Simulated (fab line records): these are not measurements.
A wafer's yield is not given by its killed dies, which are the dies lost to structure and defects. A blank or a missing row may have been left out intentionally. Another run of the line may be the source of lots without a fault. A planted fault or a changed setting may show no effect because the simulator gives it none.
3 desks, one fault | flow nand_harc | what lay behind the numbers comes last; until then each desk has only its own

== FOR THE TOOL OWNER'S DESK: arfi_scanner-02 ==
The tool's own readings at NHARC_A_M0_EXPOSE_06 (exposes mask A M0, target cd 80 nm): means of the sampled wafers that have a number, for each lot that ran on this tool. Any lot whose mean is over 4 standard deviations away from the usual mean is out of limits and marked OUT; that distance is given in the brackets.
Columns: A = exposure_dose_mJ_cm2 at NHARC_A_M0_EXPOSE_06, usual 83.17; B = focus_offset_nm at NHARC_A_M0_EXPOSE_06, usual 0.0 nm
lot  | first seen here | A                       | B
L839 | day 18 14:49    | 83.24                   | 0.0
L851 | day 20 07:47    | 83.18                   | -0.3
L852 | day 21 18:04    | 45.79 (-99 or more) OUT | 0.4
L858 | day 23 01:46    | 53.19 (-99 or more) OUT | 0.0
This desk finds L852, L858 out of limits, L852 being first, at day 21 18:04 (exposure_dose_mJ_cm2 at NHARC_A_M0_EXPOSE_06). In limits: L839, L851.

== THE DEFECT DESK ==
Counts from the inspections along the route, per lot, as means over the sampled wafers that have a number. Any lot whose mean is over 4 standard deviations away from the usual mean is out of limits and marked OUT; that distance is given in the brackets.
Columns: A = raw_defect_count at NHARC_A_BLC_INSPECT_12, usual 30
lot  | first seen here | A
L840 | day 17 15:19    | 22
L841 | day 17 21:02    | 12
L837 | day 18 03:07    | 33
L839 | day 18 05:22    | 24
L842 | day 18 15:13    | 15
L845 | day 19 02:02    | 42
L844 | day 19 08:17    | 20
L846 | day 19 14:11    | 27
L843 | day 19 14:30    | 29
L847 | day 20 02:16    | 59
L851 | day 20 02:51    | 24
L852 | day 21 14:01    | 29
L859 | day 22 13:20    | 33
L858 | day 22 21:50    | 44
This desk's finding: nothing out of limits on any of the 14 lots.

== FROM THE METROLOGY DESK ==
Means of the sampled wafers that have a number, per lot and without regard to the tool the lot ran on: this is what the gauges read. Any lot whose mean is over 4 standard deviations away from the usual mean is out of limits and marked OUT; that distance is given in the brackets.
Columns: A = overlay_x_nm at NHARC_A_BLC_OVL_MEAS_11, usual 0.0 nm; B = overlay_y_nm at NHARC_A_BLC_OVL_MEAS_11, usual 0.0 nm; C = cd_nm at NHARC_A_M0_CD_MEAS_09, usual 79.6 nm
lot  | first seen here | A    | B    | C
L840 | day 17 15:17    | 1.7  | 0.9  | 78.7
L841 | day 17 21:00    | 0.3  | 0.2  | 79.6
L837 | day 18 03:05    | -0.3 | -0.8 | 80.1
L839 | day 18 05:19    | -0.5 | -0.6 | 79.4
L842 | day 18 15:10    | -1.1 | 0.7  | 78.9
L845 | day 19 02:01    | -0.3 | 0.0  | 80.1
L844 | day 19 08:14    | 0.1  | -1.0 | 78.9
L846 | day 19 14:07    | -0.7 | 1.6  | 79.4
L843 | day 19 14:28    | 1.0  | -0.1 | 79.3
L847 | day 20 02:13    | 0.1  | -0.4 | 78.2
L851 | day 20 02:49    | 0.2  | -1.0 | 79.3
L852 | day 21 13:59    | -0.6 | -0.6 | 41.3 (-50) OUT
L859 | day 22 13:17    | -1.2 | 0.4  | 79.7
L858 | day 22 21:47    | 0.3  | 0.9  | 51.2 (-37) OUT
This desk finds L852, L858 out of limits, L852 being first, at day 21 18:13 (cd_nm at NHARC_A_M0_CD_MEAS_09). In limits: L840, L841, L837, L839, L842, L845, L844, L846, L843, L847, L851, L859.

== TAKEN TOGETHER ==
At day 21 18:04, on L852, L858, the tool owner's desk was in a position to raise an alarm.
Metrology desk: alarm possible at day 21 18:13 on L852, L858.
The defect desk saw nothing out of limits.
The defect desk has L852, L858 on record, within its limits.
The lots listed all ran NHARC_A_M0_EXPOSE_06 on arfi_scanner-02.

== WHAT THE SIMULATOR HAD PUT IN ==
Drift in process parameters on arfi_scanner-02 at NHARC_A_M0_EXPOSE_06, starting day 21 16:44. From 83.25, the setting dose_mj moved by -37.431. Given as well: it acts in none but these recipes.
Lots struck among those shown: L852, L858.
Delay (hours) between the fault's onset and each desk's first out-of-limits reading: 1 at the tool owner's desk, 1 at the metrology desk.
